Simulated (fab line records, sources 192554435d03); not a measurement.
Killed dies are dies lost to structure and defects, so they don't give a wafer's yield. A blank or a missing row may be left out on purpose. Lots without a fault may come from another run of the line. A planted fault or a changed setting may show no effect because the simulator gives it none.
Chamber matching | flow n5_finfet | N5_SDB_HM_DEP_00 on pecvd-03: 3 sister chambers
The step deposits SiNx from SiH4/NH3/N2, target thk 40 nm, time 35.3 s. 3 wafers are shown with their chamber, then 10 later ones without.

WAFERS WITH THEIR CHAMBER
wafer  | chamber | throttle_valve_pct (%)
L079.6 | 0       | 44.5
L081.2 | 1       | 39.7
L081.3 | 2       | 39.2

WAFERS WITHOUT THEIR CHAMBER
wafer  | throttle_valve_pct (%)
L081.6 | 39.6
L093.1 | 39.5
L093.2 | 39.4
L093.3 | 44.2
L093.4 | 44.1
L093.5 | 39.5
L093.6 | 39.4
L094.1 | 39.7
L094.4 | 39.5
L094.5 | 44.4

WHICH CHAMBER EACH WENT THROUGH
wafer  | from the rows above     | in truth
L081.6 | can't be placed: 1 or 2 | 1
L093.1 | can't be placed: 1 or 2 | 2
L093.2 | can't be placed: 2 or 1 | 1
L093.3 | 0                       | 0
L093.4 | 0                       | 0
L093.5 | can't be placed: 1 or 2 | 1
L093.6 | can't be placed: 2 or 1 | 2
L094.1 | 1                       | 1
L094.4 | can't be placed: 1 or 2 | 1
L094.5 | 0                       | 0
Placed correctly: 4 of 10. Can't be placed from these rows: 6 (the true chamber is among the candidates in 6). Placed wrongly: 0.
How it was worked out, from the rows above alone: a wafer's distance from a chamber is the root of the sum, over the readings, of the square of ((its reading less the chamber's mean) divided by the reading's scatter). The wafer belongs to the nearest chamber; if the next one is less than 2 further off, it can't be placed. A chamber's mean is the mean of its shown wafers. The scatter: with one shown wafer a chamber, the root of the mean of the squares of how far each hidden wafer lies from its nearest shown one.
